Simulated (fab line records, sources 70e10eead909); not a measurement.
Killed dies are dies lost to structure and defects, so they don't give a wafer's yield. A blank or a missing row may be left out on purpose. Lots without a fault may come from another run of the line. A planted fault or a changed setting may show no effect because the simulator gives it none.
Chamber matching | flow nand_harc | NHARC_THIN_TSV_DESCUM_14 on rie_diel-11: 4 sister chambers
The step chemistry O2, time 3 s. 14 wafers are shown with their chamber, then 7 later ones without.

WAFERS WITH THEIR CHAMBER
wafer  | chamber | drypump_motor_current_A (A) | rf_vpp_V (V) | oes_product_au (a.u.)
L485.2 | 3       | 5.3                         | 59.8         | 1.000
L485.5 | 0       | 6.4                         | 56.5         | 0.997
L485.6 | 1       | 6.5                         | 56.4         | 1.007
L488.1 | 3       | 5.3                         | 58.2         | 1.001
L488.2 | 2       | 6.0                         | 59.3         | 1.007
L488.3 | 1       | 6.6                         | 57.6         | 1.006
L489.2 | 3       | 5.4                         | 58.4         | 0.997
L489.3 | 2       | 6.0                         | 57.8         | 1.003
L489.4 | 1       | 6.6                         | 57.4         | 1.004
L493.2 | 2       | 6.0                         | 58.7         | 1.003
L493.3 | 3       | 5.3                         | 58.9         | 1.003
L493.4 | 1       | 6.6                         | 56.8         | 0.995
L502.1 | 3       | 5.3                         | 56.5         | 0.995
L502.2 | 2       | 5.9                         | 58.7         | 1.007

SIGNATURES (means of the wafers above)
reading                 | chamber 0 | chamber 1 | chamber 2 | chamber 3 | scatter within a chamber
drypump_motor_current_A | 6.400     | 6.575     | 5.975     | 5.320     | 0.048
rf_vpp_V                | 56.500    | 57.050    | 58.625    | 58.360    | 0.889
oes_product_au          | 0.99700   | 1.00300   | 1.00500   | 0.99920   | 0.00383
Rule: a wafer's distance from a chamber is the root of the sum, over the readings, of the square of ((its reading less the chamber's mean) divided by the reading's scatter). The wafer belongs to the nearest chamber; if the next one is less than 2 further off, it can't be placed. The scatter: the root of (the sum of the squares of (reading less its chamber's mean) over the shown wafers, divided by (wafers less chambers)).

WAFERS WITHOUT THEIR CHAMBER
wafer  | drypump_motor_current_A (A) | rf_vpp_V (V) | oes_product_au (a.u.)
L502.4 | 6.3                         | 57.6         | 1.001
L503.3 | 6.4                         | 55.7         | 1.009
L503.5 | 6.4                         | 58.2         | 0.995
L503.6 | 6.6                         | 55.5         | 0.995
L507.1 | 5.4                         | 56.2         | 0.994
L507.2 | 6.0                         | 58.1         | 1.003
L507.4 | 6.4                         | 56.2         | 1.009

WHICH CHAMBER EACH WENT THROUGH
wafer  | from the rows above     | in truth
L502.4 | 0                       | 0
L503.3 | can't be placed: 0 or 1 | 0
L503.5 | 0                       | 0
L503.6 | can't be placed: 1 or 0 | 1
L507.1 | 3                       | 3
L507.2 | 2                       | 2
L507.4 | can't be placed: 0 or 1 | 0
Placed correctly: 4 of 7. Can't be placed from these rows: 3 (the true chamber is among the candidates in 3). Placed wrongly: 0.
